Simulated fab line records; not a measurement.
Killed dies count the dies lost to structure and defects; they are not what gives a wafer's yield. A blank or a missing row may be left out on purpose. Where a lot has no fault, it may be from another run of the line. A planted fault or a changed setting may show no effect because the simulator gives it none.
fab line records	flow nandHarc
[record] lots = 13	wafers = 39	lastDay = 33
route steps=1302 shown THIN_TSV@1269 END@1302
lots that met no fault: taken from a fault-free run of the same line
startH: hours from the record's first day to the start of the lot's first wafer shown	waitH: hours since the lot's step before	" unchanged from the row above	L1.1+2: one row covering several wafers at once	- no value present, or no start provided	* or withheld: withheld	< > ~ a bound
route shown NAME@n: names a module that has steps shown in the file, with the first one's number in the route	usual: mean/standard deviation taken from wafers without a fault	same: alike in all rows	chamber/n: place in a boat	sites: the reading at each site	_std_site: the standard deviation of these	_edge_site: mean of outer sites minus mean of inner sites	radiusMm: for every site, how far away it sits from the centre of the wafer	mask NAME#n: copy n	behind: the most recent tool/chamber to have shaped the wafer	hold: reason for holding the lot/hours on hold/outcome of the hold	device: names the non-switching transistor (n, p or np)	end of line: tests run on the same wafers once the route is complete	where a step has no rows: the recipe by itself	killed: at the first sort, the dies lost to defects and structure; wafer yield is something else	map: shows each die of a wafer: x if killed, . if not, _ if none is there
set.NAME: the setting that was run; set.NAME@STEP: the one run at that earlier step	model.NAME: the simulator's own value behind a step, which no gauge read
the route's steps for a sample of lots (tables are steps, rows are wafers)
services: the hour from which a tool's chamber was out of use, counted from the record's first day as startH (under 0 if before that day), plus the number of hours and why
[[steps]]
[step NHARC_THIN_TSV_STRIP_62]
[recipe] powerW = 1500	tempC = 250	timeS = 20	chemistry = N2/H2
[usual] drypumpMotorCurrentA = 5.44/0.27	heaterPowerW = 325/32
lot.wafer	tool	chamber	startH	waitH	drypumpMotorCurrentA	heaterPowerW	rfHoursCounterH
L697.1	plasmaAsher-01	1	555.17	-	4.95	350	33
L697.5	"	0	"	"	5.79	383	-
L697.6	"	1	"	"	4.94	337	-
L699.2	plasmaAsher-01	1	556.48	-	4.94	347	33
L699.1	"	0	"	"	5.79	383	33
L699.4	"	1	"	"	4.97	340	-
L701.1	plasmaAsher-02	0	579.58	-	5.60	323	33
L701.4	"	1	"	"	5.42	306	-
L701.3	"	0	"	"	5.65	316	-
L702.2	plasmaAsher-01	1	605.84	-	4.92	326	6
L702.1	"	0	"	"	5.79	373	6
L702.3	"	0	"	"	5.77	386	-
L704.3	plasmaAsher-01	1	629.08	-	4.95	332	-
L704.5	"	0	"	"	5.77	383	-
L704.6	"	1	"	"	4.95	324	-
L705.2	plasmaAsher-02	0	640.59	-	5.54	308	5
L705.4	"	0	"	"	5.53	318	-
L705.5	"	0	"	"	5.55	315	-
L709.2	plasmaAsher-01	1	662.17	-	4.94	325	18
L709.5	"	0	"	"	5.77	388	-
L709.6	"	1	"	"	4.94	321	-
L710.3	plasmaAsher-02	0	668.93	-	5.55	319	-
L710.6	"	1	"	"	5.40	300	-
L710.5	"	0	"	"	5.58	319	-
L711.1	plasmaAsher-02	1	688.86	-	5.41	282	14
L711.3	"	1	"	"	5.39	289	-
L711.6	"	0	"	"	5.62	314	-
L715.1	plasmaAsher-02	1	727.09	-	5.38	286	20
L715.2	"	0	"	"	5.55	330	20
L715.5	"	0	"	"	5.59	320	-
L719.2	plasmaAsher-02	1	760.99	-	5.38	290	31
L719.3	"	0	"	"	5.56	317	-
L719.4	"	1	"	"	5.39	279	-
L718.2	plasmaAsher-02	0	762.19	-	5.59	310	32
L718.4	"	0	"	"	5.53	318	-
L718.5	"	1	"	"	5.38	287	-
L720.2	plasmaAsher-01	0	777.16	-	5.78	393	3
L720.3	"	0	"	"	5.79	395	-
L720.6	"	1	"	"	4.92	334	-
[step NHARC_THIN_TSV_PVD_51]
[recipe] targetThkA = 1000	chamberPressurePa = 5	material = Cu
[usual] throttleValvePct = 30.2/1
lot.wafer	tool	chamber	startH	waitH	throttleValvePct
L697.1	pvdSputter-03	-	555.59	-	29.3
L697.5	"	-	"	"	29.3
L697.6	"	-	"	"	30.4
L699.4	pvdSputter-03	-	556.94	-	29.7
L699.2	"	-	"	"	29.0
L699.1	"	-	"	"	29.4
L701.3	pvdSputter-02	-	580.01	-	31.1
L701.4	"	-	"	"	28.6
L701.1	"	-	"	"	28.8
L702.2	pvdSputter-01	-	606.29	-	30.7
L702.3	"	-	"	"	29.6
L702.1	"	-	"	"	31.3
L704.3	pvdSputter-01	-	629.51	-	31.6
L704.5	"	-	"	"	30.4
L704.6	"	-	"	"	29.3
L705.4	pvdSputter-01	-	641.02	-	31.7
L705.2	"	-	"	"	30.8
L705.5	"	-	"	"	31.5
L709.2	pvdSputter-01	-	662.61	-	30.6
L709.5	"	-	"	"	31.5
L709.6	"	-	"	"	30.6
L710.3	pvdSputter-01	-	669.34	-	30.3
L710.5	"	-	"	"	31.2
L710.6	"	-	"	"	31.7
L711.3	pvdSputter-03	-	689.33	-	29.1
L711.1	"	-	"	"	30.2
L711.6	"	-	"	"	29.6
L715.1	pvdSputter-01	-	727.54	-	31.5
L715.2	"	-	"	"	30.5
L715.5	"	-	"	"	30.7
L719.3	pvdSputter-03	-	761.42	-	29.6
L719.2	"	-	"	"	31.3
L719.4	"	-	"	"	29.2
L718.2	pvdSputter-03	-	762.63	-	29.5
L718.4	"	-	"	"	30.4
L718.5	"	-	"	"	29.4
L720.3	pvdSputter-01	-	777.58	-	31.0
L720.2	"	-	"	"	30.6
L720.6	"	-	"	"	29.6
[step NHARC_THIN_TSV_ANNEAL_52]
[recipe] tempC = 225	timeS = 90
[usual] wafer_temp_C_max = 226.4/0.34
lot.wafer	tool	chamber	startH	waitH	wafer_temp_C_max
L697.1	rtpAnneal-01	0	556.51	0.5	226.8
L697.5	"	0	"	"	226.4
L697.6	"	0	"	"	226.0
L699.1	rtpAnneal-01	0	557.84	0.6	226.7
L699.2	"	0	"	"	226.4
L699.4	"	0	"	"	227.6
L701.1	rtpAnneal-01	0	580.91	0.5	226.1
L701.3	"	0	"	"	226.2
L701.4	"	0	"	"	226.6
L702.1	rtpAnneal-02	0	607.27	0.6	226.1
L702.2	"	0	"	"	225.9
L702.3	"	0	"	"	226.1
L704.3	rtpAnneal-01	0	630.47	0.5	227.4
L704.5	"	0	"	"	226.4
L704.6	"	0	"	"	226.4
L705.2	rtpAnneal-02	0	641.97	0.7	226.2
L705.4	"	0	"	"	226.7
L705.5	"	0	"	"	226.4
L709.2	rtpAnneal-01	0	663.55	0.7	226.6
L709.5	"	0	"	"	226.4
L709.6	"	0	"	"	226.5
L710.3	rtpAnneal-02	0	670.32	0.5	226.4
L710.5	"	0	"	"	225.9
L710.6	"	0	"	"	226.1
L711.1	rtpAnneal-02	0	690.21	0.6	226.3
L711.3	"	0	"	"	226.1
L711.6	"	0	"	"	226.5
L715.1	rtpAnneal-01	0	728.44	0.5	226.8
L715.2	"	0	"	"	226.3
L715.5	"	0	"	"	226.3
L719.2	rtpAnneal-02	0	762.41	0.7	226.4
L719.3	"	0	"	"	226.2
L719.4	"	0	"	"	225.9
L718.2	rtpAnneal-01	0	763.57	0.7	225.9
L718.4	"	0	"	"	226.1
L718.5	"	0	"	"	226.0
L720.2	rtpAnneal-02	0	778.54	0.7	226.6
L720.3	"	0	"	"	226.0
L720.6	"	0	"	"	226.8
[step NHARC_THIN_TSV_ETCH_59]
[recipe] targetDepthA = 8800	icpW = 900	biasW = 100	Cl2_flow_sccm = 60	bcl3FlowSccm = 30	timeS = 138.1	chemistry = Cl2/BCl3
[usual] chamberPressureMTorr = 10.000/0.0096	drypumpMotorCurrentA = 5.9/0.58	oesProductAu = 1.002/0.0084	throttleValvePct = 22.263/0.0086
lot.wafer	tool	chamber	startH	waitH	chamberPressureMTorr	drypumpMotorCurrentA	oesProductAu	rfHoursCounterH	throttleValvePct
L697.1	rieMetal-01	1	558.76	0.1	10.009	6.7	1.022	1.9	22.245
L697.6	"	1	"	"	10.003	6.6	1.023	-	22.257
L697.5	"	0	"	"	10.004	6.2	1.001	-	22.274
L699.1	rieMetal-01	1	560.11	0.1	9.999	6.7	1.011	2.1	22.269
L699.2	"	0	"	"	10.002	6.2	0.991	2.7	22.271
L699.4	"	0	"	"	10.008	6.2	0.979	-	22.258
L701.1	rieMetal-03	0	583.14	0.1	9.999	6.1	1.010	1.2	22.256
L701.4	"	0	"	"	10.003	6.1	1.000	-	22.269
L701.3	"	1	"	"	10.006	6.5	1.002	-	22.268
L702.1	rieMetal-02	0	609.37	0.1	9.993	5.1	1.006	2.6	22.245
L702.2	"	1	"	"	9.988	5.3	0.996	2.6	22.261
L702.3	"	0	"	"	9.991	5.2	1.000	-	22.257
L704.3	rieMetal-01	1	632.67	0.2	10.004	6.7	0.997	-	22.267
L704.6	"	1	"	"	9.993	6.7	1.001	-	22.262
L704.5	"	0	"	"	10.020	6.2	0.992	-	22.261
L705.2	rieMetal-01	0	644.17	0.1	10.006	6.2	1.007	1.0	22.268
L705.4	"	1	"	"	10.000	6.6	1.008	-	22.277
L705.5	"	1	"	"	10.019	6.6	1.007	-	22.275
L709.2	rieMetal-02	1	665.72	0.1	10.017	5.3	0.995	0.5	22.256
L709.5	"	1	"	"	10.014	5.3	1.000	-	22.259
L709.6	"	0	"	"	9.995	5.2	1.017	-	22.270
L710.3	rieMetal-03	0	672.44	0.2	9.991	6.1	0.995	-	22.259
L710.5	"	1	"	"	9.986	6.5	1.005	-	22.260
L710.6	"	0	"	"	10.007	6.1	1.006	-	22.266
L711.1	rieMetal-02	1	692.36	0.1	10.004	5.3	1.003	1.2	22.271
L711.3	"	0	"	"	9.984	5.2	1.005	-	22.271
L711.6	"	1	"	"	9.992	5.3	1.002	-	22.261
L715.1	rieMetal-01	0	730.69	0.1	10.001	6.2	0.999	2.3	22.254
L715.2	"	1	"	"	9.987	6.6	1.008	2.3	22.247
L715.5	"	0	"	"	9.996	6.2	1.003	-	22.272
L719.2	rieMetal-02	0	764.47	0.1	9.994	5.1	1.005	2.4	22.261
L719.4	"	0	"	"	9.985	5.1	1.013	-	22.260
L719.3	"	1	"	"	9.994	5.3	0.999	-	22.261
L718.2	rieMetal-01	0	765.77	0.1	10.005	6.2	0.993	0.1	22.256
L718.4	"	1	"	"	9.999	6.7	0.989	-	22.262
L718.5	"	0	"	"	10.011	6.2	0.990	-	22.264
L720.2	rieMetal-01	1	780.73	0.1	10.016	6.6	1.008	0.3	22.281
L720.3	"	1	"	"	10.000	6.6	1.013	-	22.273
L720.6	"	1	"	"	9.989	6.6	1.003	-	22.266
[step NHARC_END_SORT_01]
[recipe] tempC = 25
[usual] defectLimitedYield = 91.1/2.9	killedAtArray = 55/19	killedAtOther = 0.8/1.1	killedAtPeriphery = 4.0/2.6	killedDies = 60/20	killedOpen = 3.4/1.7	killedShort = 2.6/1.5
[same] grossDies = 677
lot.wafer	tool	chamber	startH	waitH	defectLimitedYield[%]	killedAtArray	killedAtOther	killedAtPeriphery	killedDies	killedOpen	killedShort
L697.1	prober-01	0	571.20	2.5	95.3	30	0	2	32	4	4
L697.5	prober-01	0	574.37	3.7	94.1	34	0	6	40	5	6
L697.6	prober-01	0	575.16	4.0	96.5	18	0	6	24	1	2
L699.1	prober-02	0	571.24	2.5	87.6	79	2	3	84	4	0
L699.2	prober-02	0	572.04	2.8	88.3	74	0	5	79	2	5
L699.4	prober-02	0	573.62	3.4	88.3	77	1	1	79	2	4
L701.1	prober-01	0	592.00	2.5	89.2	67	0	6	73	3	0
L701.3	prober-01	0	593.58	3.1	89.2	69	0	4	73	4	2
L701.4	prober-01	0	594.37	3.4	84.5	100	1	4	105	3	1
L702.1	prober-02	0	618.20	2.5	84.9	98	0	4	102	3	5
L702.2	prober-02	0	618.99	2.8	87.9	75	0	7	82	9	4
L702.3	prober-02	0	619.79	3.1	90.4	63	0	2	65	1	1
L704.3	prober-02	0	645.61	3.1	87.0	88	0	0	88	2	2
L704.5	prober-02	0	647.23	3.7	87.9	80	0	2	82	3	2
L704.6	prober-02	0	648.03	4.0	86.4	82	0	10	92	5	2
L705.2	prober-01	0	653.68	2.8	94.5	32	1	4	37	3	1
L705.4	prober-01	0	655.27	3.4	95.0	30	1	3	34	6	2
L705.5	prober-01	0	656.06	3.7	96.0	22	0	5	27	3	4
L709.2	prober-01	0	675.39	2.8	93.9	39	2	0	41	3	3
L709.5	prober-01	0	677.79	3.7	92.8	44	2	3	49	2	3
L709.6	prober-01	0	678.59	4.0	93.5	40	1	3	44	3	0
L710.3	prober-01	0	684.05	3.1	91.3	55	0	4	59	5	3
L710.5	prober-01	0	685.66	3.7	91.0	60	1	0	61	3	2
L710.6	prober-01	0	686.47	4.0	90.5	60	0	4	64	2	2
L711.1	prober-02	0	701.10	2.5	91.9	48	0	7	55	4	3
L711.3	prober-02	0	702.69	3.1	92.6	44	0	6	50	5	0
L711.6	prober-02	0	705.07	4.0	93.1	43	0	4	47	4	3
L715.1	prober-01	0	739.54	2.5	93.6	40	0	3	43	1	1
L715.2	prober-01	0	740.35	2.8	94.1	35	1	4	40	3	3
L715.5	prober-01	0	742.76	3.7	92.2	51	0	2	53	2	2
L719.2	prober-02	0	773.95	2.8	84.5	66	36	3	105	1	1
L719.3	prober-02	0	774.74	3.1	84.5	72	33	0	105	6	4
L719.4	prober-02	0	775.53	3.4	80.4	63	67	3	133	2	3
L718.2	prober-01	0	774.01	2.8	87.6	48	33	3	84	3	2
L718.4	prober-01	0	775.61	3.4	86.7	22	61	7	90	2	2
L718.5	prober-01	0	776.41	3.7	79.8	55	74	8	137	2	5
L720.2	prober-02	0	791.75	2.8	94.1	38	0	2	40	1	4
L720.3	prober-02	0	792.56	3.1	94.8	31	1	3	35	3	2
L720.6	prober-02	0	794.97	4.0	94.4	35	0	3	38	4	2
// killed by level:class
L697.1 A_CHANNEL_HOLE_D2:chamberFilmFlake=5 A_CONTACT:unspecified=5 A_CHANNEL_HOLE_D1:chamberFilmFlake=3 A_SLIT:chamberFilmFlake=3 A_WL_FILL:chamberFilmFlake=3 A_M0:geometricParticle:short=2 P_M2:chamberFilmFlake=2 A_CHANNEL_FILL_D2:chamberFilmFlake=2
L699.1 A_CHANNEL_HOLE_D1:chamberFilmFlake=30 A_SLIT:chamberFilmFlake=29 A_CHANNEL_HOLE_D2:chamberFilmFlake=6 P_GATE:chamberFilmFlake=3 A_CONTACT:chamberFilmFlake=3 A_ZERO_WELL:chamberFilmFlake=2 A_DECK1_JOINT:chamberFilmFlake=2 A_STAIRCASE:chamberFilmFlake=2
L699.2 A_CHANNEL_HOLE_D1:chamberFilmFlake=30 A_SLIT:chamberFilmFlake=23 A_CHANNEL_HOLE_D2:chamberFilmFlake=6 A_CONTACT:chamberFilmFlake=4 P_GATE:chamberFilmFlake=3 A_ZERO_WELL:chamberFilmFlake=3 A_WL_FILL:chamberFilmFlake=3 A_WL_FILL:geometricParticle:short=2
L699.4 A_CHANNEL_HOLE_D1:chamberFilmFlake=30 A_SLIT:chamberFilmFlake=23 A_CHANNEL_HOLE_D2:chamberFilmFlake=9 A_ZERO_WELL:chamberFilmFlake=5 A_ONON_D2:geometricParticle:short=2 A_CHANNEL_FILL_D1:chamberFilmFlake=2 A_CHANNEL_FILL_D1:geometricParticle:short=1 A_DECK1_JOINT:geometricParticle:open=1
L697.5 A_CHANNEL_HOLE_D2:chamberFilmFlake=6 A_CHANNEL_HOLE_D1:chamberFilmFlake=5 A_STAIRCASE:chamberFilmFlake=5 A_CONTACT:unspecified=5 P_GATE:chamberFilmFlake=3 A_WL_FILL:chamberFilmFlake=3 P_STI:geometricParticle:short=1 P_M2:geometricParticle:short=1
L697.6 A_CHANNEL_HOLE_D2:chamberFilmFlake=6 P_M2:chamberFilmFlake=3 A_CHANNEL_HOLE_D1:chamberFilmFlake=3 A_CONTACT:unspecified=3 A_CONTACT:chamberFilmFlake=2 P_M0:geometricParticle:short=1 A_CHANNEL_FILL_D1:geometricParticle:open=1 A_WL_FILL:geometricParticle:short=1
L701.1 A_CHANNEL_HOLE_D2:chamberFilmFlake=21 A_SLIT:chamberFilmFlake=20 A_CHANNEL_HOLE_D1:chamberFilmFlake=12 A_STAIRCASE:chamberFilmFlake=5 A_CONTACT:chamberFilmFlake=5 P_ZERO_WELL:chamberFilmFlake=2 P_GATE:chamberFilmFlake=2 P_M0:geometricParticle:open=1
L701.3 A_CHANNEL_HOLE_D2:chamberFilmFlake=22 A_SLIT:chamberFilmFlake=19 A_CHANNEL_HOLE_D1:chamberFilmFlake=13 A_STAIRCASE:chamberFilmFlake=6 P_CONTACT:chamberFilmFlake=2 A_DECK1_JOINT:chamberFilmFlake=2 A_CONTACT:chamberFilmFlake=2 P_CONTACT:geometricParticle:open=1
L701.4 A_SLIT:chamberFilmFlake=32 A_CHANNEL_HOLE_D2:chamberFilmFlake=31 A_CHANNEL_HOLE_D1:chamberFilmFlake=26 A_STAIRCASE:chamberFilmFlake=6 A_CONTACT:chamberFilmFlake=3 P_CONTACT:geometricParticle:open=2 P_STI:geometricParticle:open=1 A_ONON_D1:geometricParticle:short=1
L702.1 A_SLIT:chamberFilmFlake=39 A_CHANNEL_HOLE_D1:chamberFilmFlake=33 A_CONTACT:chamberFilmFlake=12 P_ZERO_WELL:chamberFilmFlake=3 A_CHANNEL_HOLE_D2:chamberFilmFlake=3 A_CHANNEL_FILL_D1:geometricParticle:short=2 A_BLC:chamberFilmFlake=2 P_M0:geometricParticle:open=1
L702.2 A_CHANNEL_HOLE_D1:chamberFilmFlake=33 A_SLIT:chamberFilmFlake=17 A_CONTACT:chamberFilmFlake=6 A_CHANNEL_HOLE_D2:chamberFilmFlake=5 A_CHANNEL_FILL_D1:chamberFilmFlake=4 A_CHANNEL_FILL_D1:geometricParticle:open=3 P_CONTACT:geometricParticle:open=2 A_ONON_D2:geometricParticle:short=2
L702.3 A_CHANNEL_HOLE_D1:chamberFilmFlake=36 A_SLIT:chamberFilmFlake=17 A_CHANNEL_HOLE_D2:chamberFilmFlake=6 A_CONTACT:chamberFilmFlake=2 A_CHANNEL_FILL_D1:geometricParticle:open=1 A_SGD_CUT:geometricParticle:short=1 P_ZERO_WELL:chamberFilmFlake=1 P_CONTACT:chamberFilmFlake=1
L704.3 A_CHANNEL_HOLE_D1:chamberFilmFlake=31 A_SLIT:chamberFilmFlake=26 A_CHANNEL_HOLE_D2:chamberFilmFlake=24 A_SOURCE_PLATE:geometricParticle:short=1 A_ONON_D1:geometricParticle:open=1 A_CHANNEL_HOLE_D1:geometricParticle:open=1 A_WL_FILL:geometricParticle:short=1 A_DECK1_JOINT:chamberFilmFlake=1
L704.5 A_CHANNEL_HOLE_D1:chamberFilmFlake=32 A_SLIT:chamberFilmFlake=24 A_CHANNEL_HOLE_D2:chamberFilmFlake=15 P_M1:chamberFilmFlake=2 A_STAIRCASE:chamberFilmFlake=2 A_ONON_D1:geometricParticle:open=1 A_CHANNEL_FILL_D1:geometricParticle:open=1 A_SGD_CUT:geometricParticle:short=1
L704.6 A_SLIT:chamberFilmFlake=29 A_CHANNEL_HOLE_D1:chamberFilmFlake=28 A_CHANNEL_HOLE_D2:chamberFilmFlake=7 P_M1:chamberFilmFlake=5 A_CONTACT:chamberFilmFlake=5 A_ZERO_WELL:chamberFilmFlake=4 P_ZERO_WELL:chamberFilmFlake=3 A_WL_FILL:chamberFilmFlake=2
L705.2 A_CHANNEL_HOLE_D2:chamberFilmFlake=14 A_CHANNEL_HOLE_D1:chamberFilmFlake=8 A_CONTACT:chamberFilmFlake=4 A_M1:geometricParticle:open=2 A_STAIRCASE:chamberFilmFlake=2 P_CONTACT:geometricParticle:open=1 P_M2:geometricParticle:short=1 P_ZERO_WELL:chamberFilmFlake=1
L705.4 A_CHANNEL_HOLE_D2:chamberFilmFlake=11 A_CHANNEL_HOLE_D1:chamberFilmFlake=6 A_ONON_D1:geometricParticle:open=3 A_SLIT:chamberFilmFlake=2 A_WL_FILL:chamberFilmFlake=2 A_CONTACT:chamberFilmFlake=2 P_M2:geometricParticle:short=1 A_CHANNEL_FILL_D1:geometricParticle:open=1
L705.5 A_CHANNEL_HOLE_D1:chamberFilmFlake=4 A_CHANNEL_HOLE_D2:chamberFilmFlake=4 A_SLIT:chamberFilmFlake=4 A_WL_FILL:geometricParticle:short=2 A_CONTACT:chamberFilmFlake=2 P_GATE:geometricParticle:open=1 P_M0:geometricParticle:open=1 P_M0:geometricParticle:short=1
L709.2 A_SLIT:chamberFilmFlake=22 A_CONTACT:chamberFilmFlake=6 A_CHANNEL_HOLE_D1:geometricParticle:open=2 A_CHANNEL_HOLE_D1:chamberFilmFlake=2 THIN_TSV:chamberFilmFlake=2 A_DECK1_JOINT:geometricParticle:short=1 A_ONON_D2:geometricParticle:short=1 A_ONON_D2:geometricParticle:open=1
L709.5 A_SLIT:chamberFilmFlake=31 A_CHANNEL_HOLE_D1:chamberFilmFlake=4 A_STAIRCASE:chamberFilmFlake=3 THIN_TSV:chamberFilmFlake=2 P_GATE:geometricParticle:open=1 P_M0:geometricParticle:short=1 A_DECK1_JOINT:geometricParticle:open=1 A_ONON_D2:geometricParticle:short=1
L709.6 A_SLIT:chamberFilmFlake=22 A_CHANNEL_HOLE_D1:chamberFilmFlake=7 A_CONTACT:chamberFilmFlake=4 P_STI:chamberFilmFlake=2 A_CHANNEL_FILL_D1:chamberFilmFlake=2 A_STAIRCASE:chamberFilmFlake=2 A_CHANNEL_HOLE_D1:geometricParticle:open=1 A_CHANNEL_FILL_D1:geometricParticle:open=1
L710.3 A_SLIT:chamberFilmFlake=28 A_CHANNEL_HOLE_D2:chamberFilmFlake=6 A_STAIRCASE:chamberFilmFlake=5 P_M2:chamberFilmFlake=3 A_CHANNEL_FILL_D2:chamberFilmFlake=3 A_CHANNEL_HOLE_D1:chamberFilmFlake=2 A_CONTACT:chamberFilmFlake=2 A_ONON_D1:geometricParticle:open=1
L710.5 A_SLIT:chamberFilmFlake=27 A_CHANNEL_HOLE_D2:chamberFilmFlake=11 A_CHANNEL_HOLE_D1:chamberFilmFlake=8 A_STAIRCASE:chamberFilmFlake=3 A_WL_FILL:chamberFilmFlake=3 A_CONTACT:chamberFilmFlake=2 A_ONON_D2:geometricParticle:short=1 A_CHANNEL_FILL_D2:geometricParticle:open=1
L710.6 A_SLIT:chamberFilmFlake=33 A_CHANNEL_HOLE_D1:chamberFilmFlake=7 A_CHANNEL_HOLE_D2:chamberFilmFlake=4 A_STAIRCASE:chamberFilmFlake=4 A_WL_FILL:chamberFilmFlake=3 A_DECK1_JOINT:chamberFilmFlake=2 A_CHANNEL_FILL_D2:chamberFilmFlake=2 A_CONTACT:chamberFilmFlake=2
L711.1 A_CHANNEL_HOLE_D2:chamberFilmFlake=18 A_CHANNEL_HOLE_D1:chamberFilmFlake=11 A_DECK1_JOINT:chamberFilmFlake=3 A_SLIT:chamberFilmFlake=3 A_CONTACT:chamberFilmFlake=3 P_GATE:chamberFilmFlake=2 P_M1:chamberFilmFlake=2 P_BONDPAD:chamberFilmFlake=2
L711.3 A_CHANNEL_HOLE_D2:chamberFilmFlake=23 A_CHANNEL_HOLE_D1:chamberFilmFlake=7 A_SLIT:chamberFilmFlake=4 P_GATE:chamberFilmFlake=3 A_CONTACT:chamberFilmFlake=3 A_CHANNEL_HOLE_D2:geometricParticle:open=2 A_CHANNEL_HOLE_D1:geometricParticle:open=1 A_CHANNEL_FILL_D1:geometricParticle:open=1
L711.6 A_CHANNEL_HOLE_D2:chamberFilmFlake=20 A_CHANNEL_HOLE_D1:chamberFilmFlake=8 A_STAIRCASE:chamberFilmFlake=3 A_CONTACT:chamberFilmFlake=3 A_SLIT:chamberFilmFlake=2 P_CONTACT:geometricParticle:short=1 A_ONON_D1:geometricParticle:open=1 A_CHANNEL_HOLE_D1:geometricParticle:open=1
L715.1 A_CHANNEL_HOLE_D1:chamberFilmFlake=25 A_SLIT:chamberFilmFlake=7 A_CONTACT:chamberFilmFlake=3 P_STI:chamberFilmFlake=2 A_ONON_D1:geometricParticle:open=1 A_M0:geometricParticle:short=1 P_GATE:chamberFilmFlake=1 A_CHANNEL_FILL_D1:chamberFilmFlake=1
L715.2 A_CHANNEL_HOLE_D1:chamberFilmFlake=23 A_CONTACT:chamberFilmFlake=4 P_CONTACT:geometricParticle:open=2 A_SLIT:chamberFilmFlake=2 A_CHANNEL_FILL_D1:chamberFilmFlake=2 P_GATE:geometricParticle:short=1 A_CHANNEL_FILL_D1:geometricParticle:short=1 A_CHANNEL_FILL_D2:geometricParticle:short=1
L715.5 A_CHANNEL_HOLE_D1:chamberFilmFlake=28 A_CHANNEL_FILL_D1:chamberFilmFlake=6 A_CONTACT:chamberFilmFlake=6 A_SLIT:chamberFilmFlake=5 A_STAIRCASE:chamberFilmFlake=2 P_GATE:geometricParticle:short=1 A_DECK1_JOINT:geometricParticle:open=1 A_CHANNEL_HOLE_D2:geometricParticle:open=1
L719.2 THIN_TSV:unspecified=36 A_CHANNEL_HOLE_D2:chamberFilmFlake=24 A_CONTACT:chamberFilmFlake=18 A_CHANNEL_HOLE_D1:chamberFilmFlake=10 A_SLIT:chamberFilmFlake=6 P_STI:chamberFilmFlake=3 A_WL_FILL:chamberFilmFlake=3 A_STAIRCASE:chamberFilmFlake=2
L718.2 A_SLIT:chamberFilmFlake=34 THIN_TSV:unspecified=31 A_CONTACT:chamberFilmFlake=6 P_STI:chamberFilmFlake=2 A_CHANNEL_HOLE_D1:unspecified=2 THIN_TSV:chamberFilmFlake=2 P_M0:geometricParticle:short=1 A_ONON_D2:geometricParticle:short=1
L719.3 THIN_TSV:unspecified=33 A_CHANNEL_HOLE_D2:chamberFilmFlake=24 A_CHANNEL_HOLE_D1:chamberFilmFlake=14 A_CONTACT:chamberFilmFlake=11 A_SLIT:chamberFilmFlake=6 A_STAIRCASE:chamberFilmFlake=5 A_CHANNEL_FILL_D2:geometricParticle:open=3 A_ONON_D1:geometricParticle:open=2
L719.4 THIN_TSV:unspecified=67 A_CHANNEL_HOLE_D2:chamberFilmFlake=23 A_CHANNEL_HOLE_D1:chamberFilmFlake=10 A_SLIT:chamberFilmFlake=9 A_CONTACT:chamberFilmFlake=9 A_STAIRCASE:chamberFilmFlake=8 P_STI:chamberFilmFlake=2 P_CONTACT:geometricParticle:short=1
L718.4 THIN_TSV:unspecified=59 A_CONTACT:chamberFilmFlake=9 A_SLIT:chamberFilmFlake=7 P_GATE:chamberFilmFlake=3 P_STI:chamberFilmFlake=2 A_ZERO_WELL:chamberFilmFlake=2 A_CHANNEL_HOLE_D1:unspecified=2 THIN_TSV:chamberFilmFlake=2
L718.5 THIN_TSV:unspecified=72 A_SLIT:chamberFilmFlake=33 P_GATE:chamberFilmFlake=5 A_CONTACT:chamberFilmFlake=5 A_ZERO_WELL:chamberFilmFlake=4 P_STI:chamberFilmFlake=3 A_CHANNEL_HOLE_D1:chamberFilmFlake=3 A_CHANNEL_FILL_D1:geometricParticle:short=2
L720.2 A_CHANNEL_HOLE_D1:chamberFilmFlake=14 A_SLIT:chamberFilmFlake=11 A_CONTACT:chamberFilmFlake=5 A_DECK1_JOINT:geometricParticle:short=2 A_WL_FILL:chamberFilmFlake=2 P_M0:geometricParticle:short=1 A_CHANNEL_HOLE_D2:geometricParticle:short=1 A_M0:geometricParticle:open=1
L720.3 A_CHANNEL_HOLE_D1:chamberFilmFlake=13 A_CONTACT:chamberFilmFlake=8 A_SLIT:chamberFilmFlake=3 A_ONON_D2:geometricParticle:short=2 P_ZERO_WELL:chamberFilmFlake=2 A_DECK1_JOINT:geometricParticle:open=1 A_SGD_CUT:geometricParticle:open=1 A_BLC:geometricParticle:open=1
L720.6 A_CHANNEL_HOLE_D1:chamberFilmFlake=20 A_SLIT:chamberFilmFlake=5 A_CONTACT:chamberFilmFlake=5 P_M0:geometricParticle:open=3 A_ONON_D1:geometricParticle:short=1 A_DECK1_JOINT:geometricParticle:short=1 A_CONTACT:geometricParticle:open=1 A_ZERO_WELL:chamberFilmFlake=1
[[services]]
tool	chamber	startH	hours	kind
pvdSputter-01	-	536.02	0.6	repair
plasmaAsher-01	-	566.83	9.0	pm
rieMetal-01	-	575.00	9.0	pm
rieMetal-01	0	575.00	9.0	ventCycle
rieMetal-01	1	575.00	9.0	ventCycle
pvdSputter-01	-	582.00	10.0	pm
rieMetal-01	0	584.00	-	clean
rieMetal-01	1	584.00	-	clean
rieMetal-01	0	602.11	4.3	repair
plasmaAsher-02	-	603.00	9.0	pm
rieMetal-02	-	631.00	9.0	pm
pvdSputter-02	-	638.00	10.0	pm
pvdSputter-01	-	687.57	7.6	repair
rieMetal-03	-	696.00	9.0	pm
rtpAnneal-01	-	701.46	1.1	repair
pvdSputter-03	-	704.03	10.0	pm
pvdSputter-03	-	733.46	1.7	repair
plasmaAsher-01	-	743.83	9.0	pm
rtpAnneal-02	-	744.30	12.0	pm
rieMetal-01	-	752.00	9.0	pm
plasmaAsher-01	-	759.84	3.2	repair
pvdSputter-01	-	760.00	10.0	pm
plasmaAsher-02	-	773.48	2.9	repair
plasmaAsher-02	-	780.25	9.0	pm
[[key]]
[firstSign] step = NHARC_END_SORT_01	reading = killedAtOther	direction = up	sigmas = 45	usual = 0.8	struck = 50.7
[effect] step = NHARC_END_SORT_01	reading = killedDies	direction = up	sigmas = 2.5	usual = 60	struck = 109	wafersMoved = 3
[moreKillsBornAt] NHARC_THIN_TSV_PVD_51@pvdSputter-03 = 298
metAt NHARC_THIN_TSV_PVD_51
struckLots L718,L719
notActingAt NHARC_THIN_TSV_STRIP_62,NHARC_THIN_TSV_ANNEAL_52,NHARC_THIN_TSV_ETCH_59
onsetBetween 689.33 761.42
[fault] kind = chamberParticleSource	tool = pvdSputter-03	chamber = -	onsetH = 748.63	steps = NHARC_THIN_TSV_PVD_51	ratePerVisitCm2 = 0.41125	endH = 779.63
